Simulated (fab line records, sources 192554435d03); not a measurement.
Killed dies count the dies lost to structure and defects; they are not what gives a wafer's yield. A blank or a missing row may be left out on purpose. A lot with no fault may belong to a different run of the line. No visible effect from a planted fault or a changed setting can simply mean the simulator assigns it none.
The tool behind it: which one?    flow n5Finfet    24 lots (72 wafers sampled), 1 step of a 1938-step route

== WHAT THE GAUGES SHOWED, per wafer ==
N5_BEOL_M0_CUTY_INSPECT_59: inspects for defects (macro). Usual: rawDefectCount reads 1.9 (standard deviation 1.3).
lot   measured      on                rawDefectCount  flag
L074  day 5 16:09   defectInspect-02  2 3 5           
L075  day 6 00:43   defectInspect-02  4 4 0           
L076  day 6 08:05   defectInspect-01  1 0 3           
L077  day 6 15:22   defectInspect-01  0 4 1           
L078  day 6 19:59   defectInspect-01  4 2 2           
L079  day 7 01:09   defectInspect-02  2 2 4           
L080  day 7 01:38   defectInspect-01  0 4 1           
L081  day 7 13:28   defectInspect-01  2 1 0           
L082  day 7 20:28   defectInspect-02  4 2 3           
L083  day 8 02:31   defectInspect-02  0 1 5           
L084  day 8 07:18   defectInspect-02  0 2 2           
L085  day 8 13:05   defectInspect-01  1 3 2           
L086  day 8 15:08   defectInspect-01  0 3 1           
L087  day 8 21:59   defectInspect-02  2 2 2           
L088  day 9 09:38   defectInspect-01  2 2 3           
L089  day 9 13:37   defectInspect-01  2 1 4           
L090  day 9 17:15   defectInspect-01  1 3 1           
L091  day 10 01:06  defectInspect-02  1 1 2           
L092  day 10 06:23  defectInspect-01  3 3 2           
L093  day 10 12:22  defectInspect-02  2 3 2           
L094  day 10 18:52  defectInspect-01  2 1 4           
L095  day 11 03:37  defectInspect-02  1 1 0           
L097  day 11 11:44  defectInspect-01  1 1 2           
L096  day 11 14:54  defectInspect-02  4 2 2           

== EACH LOT AND THE TOOL THAT RAN IT (in order: tool; ch and the chambers of the sampled wafers; start) ==
The record shows no process step preceding these readings.

== WHAT THE TOOLS THEMSELVES READ (means of the sampled wafers that have a number; where no wafer has one, the mark that the record gives instead) ==
The record holds no such reading with a usual standard deviation.

== THE ANSWER, worked out from the rows above alone ==
Rule: a lot is off if the mean of its wafers that have a number lies more than 3 standard deviations from the usual mean. A lot without any number at a reading at which 4 lots or more have one is off too. All remaining lots with rows at the step are treated as sound. First the gauges in route order, then the tools' own readings, where a lot's mean is used as printed above. At the first step where some lot is off, the reading lying furthest off is the one used; lots without a number count as furthest.
Across all readings shown, no lot is off: no conclusion can be drawn from this.

== WHAT THE SIMULATOR HAD PUT IN ==
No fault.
